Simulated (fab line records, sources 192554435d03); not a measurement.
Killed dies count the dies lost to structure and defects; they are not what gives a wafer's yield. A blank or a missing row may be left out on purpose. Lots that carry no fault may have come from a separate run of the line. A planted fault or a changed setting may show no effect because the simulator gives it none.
Which tool did it? | flow n5 finfet | Sampling: 11 lots, 27 wafers, 4 of 1938 route steps

WHAT EACH GAUGE READ, for each wafer
N5_DUMMY_GATE_THK_MEAS_05.
lot  | measured    | on            | thk nm (nm)
L719 | day 2 21:27 | film metro-01 | 73.5 72.3
L720 | day 2 23:46 | film metro-01 | 75.7 74.6
L721 | day 3 07:20 | film metro-01 | 70.4 71.3
L723 | day 3 18:54 | film metro-02 | 72.0 72.3 72.4
L725 | day 4 05:23 | film metro-02 | 72.0 70.5 72.2
L731 | day 6 05:58 | film metro-01 | 70.3 70.5
L732 | day 6 05:01 | film metro-02 | 2.0 2.0 2.0
L734 | day 6 19:00 | film metro-02 | 75.6 71.8 72.4
L735 | day 7 02:29 | film metro-02 | 72.8 75.8
L736 | day 7 02:29 | film metro-01 | 73.6 72.8 72.9
L741 | day 8 04:42 | film metro-02 | 70.6 74.4

TOOL THAT RAN EACH LOT (tool first, then ch and the chambers of the sampled wafers, then the start)
lot  | N5_FIN_CUT_PRECLEAN_35            | N5_STI_FIN_REVEAL_RECESS_09       | N5_DUMMY_GATE_CVD_03
L719 | vapor etch-01 ch 0,1, day 2 06:07 | vapor etch-01 ch 0, day 2 12:40   | lpcvd-02 ch 1/40,1/54, day 2 15:39
L720 | vapor etch-01 ch 0,1, day 2 10:31 | vapor etch-01 ch 0, day 2 17:18   | lpcvd-01 ch 1/104,1/114, day 2 19:47
L721 | vapor etch-02 ch 0, day 2 16:35   | vapor etch-01 ch 1, day 2 22:57   | lpcvd-02 ch 1/70,1/84, day 3 03:20
L723 | vapor etch-01 ch 0,1, day 3 05:34 | vapor etch-02 ch 0,1, day 3 11:51 | lpcvd-02 ch 1/114,1/90,1/95, day 3 14:50
L725 | vapor etch-02 ch 0,1, day 3 15:15 | vapor etch-02 ch 0,1, day 3 21:55 | lpcvd-02 ch 0/20,0/25,0/39, day 4 01:24
L731 | vapor etch-02 ch 0,1, day 5 13:29 | vapor etch-01 ch 0, day 5 20:28   | lpcvd-02 ch 1/20,1/29, day 6 01:59
L732 | vapor etch-01 ch 0,1, day 5 13:56 | vapor etch-02 ch 0,1, day 5 20:44 | lpcvd-01 ch 1/25,1/34,1/39, day 5 23:13
L734 | vapor etch-01 ch 0,1, day 6 00:39 | vapor etch-02 ch 0,1, day 6 07:55 | lpcvd-02 ch 1/50,1/54,1/64, day 6 13:11
L735 | vapor etch-02 ch 1, day 6 04:51   | vapor etch-02 ch 0,1, day 6 11:38 | lpcvd-01 ch 0/104,0/109, day 6 22:31
L736 | vapor etch-02 ch 0,1, day 6 09:57 | vapor etch-01 ch 0,1, day 6 17:59 | lpcvd-01 ch 1/15,1/20,1/39, day 6 22:31
L741 | vapor etch-01 ch 0,1, day 7 14:47 | vapor etch-02 ch 0,1, day 7 22:19 | lpcvd-01 ch 0/109,0/114, day 8 00:43
- N5_FIN_CUT_PRECLEAN_35: cleans in vHF, time 13.3 s.
- N5_STI_FIN_REVEAL_RECESS_09: chemistry HF/NH3, target SiO2, afs cycles 11, target depth 42.5 nm, sublimation time 60 s.
- N5_DUMMY_GATE_CVD_03: deposits a-Si from SiH4, target thk 150 nm, time 8042 s.

THE ANSWER, worked out from the rows above alone
Rule: the usual values come from the lots themselves. The widest of any qualifying gaps counts: lots, ordered by their means at a reading, are off when they make up no more than a third of the lots, leave a main group of 4 or more, and stand apart from it by 3 or more times the standard deviation of that group's means. The tables above print the reading to a certain number of digits; a main group whose means all agree to those digits is not used. Also off: a lot with no number at a reading for which 4 or more lots have one. All remaining lots with rows at the step are treated as sound.
Off: L732 (N5_DUMMY_GATE_THK_MEAS_05, thk nm). Mean 72.6 nm and standard deviation 1.4 in the main group.
If a tool, at a process step before that reading, ran all the lots that are off and no sound lot after the first of them, it fits. Those tools and the gauges at N5_DUMMY_GATE_THK_MEAS_05 are tried in the same way. No candidate that was tried fits.

WHAT WAS PUT IN BY THE SIMULATOR
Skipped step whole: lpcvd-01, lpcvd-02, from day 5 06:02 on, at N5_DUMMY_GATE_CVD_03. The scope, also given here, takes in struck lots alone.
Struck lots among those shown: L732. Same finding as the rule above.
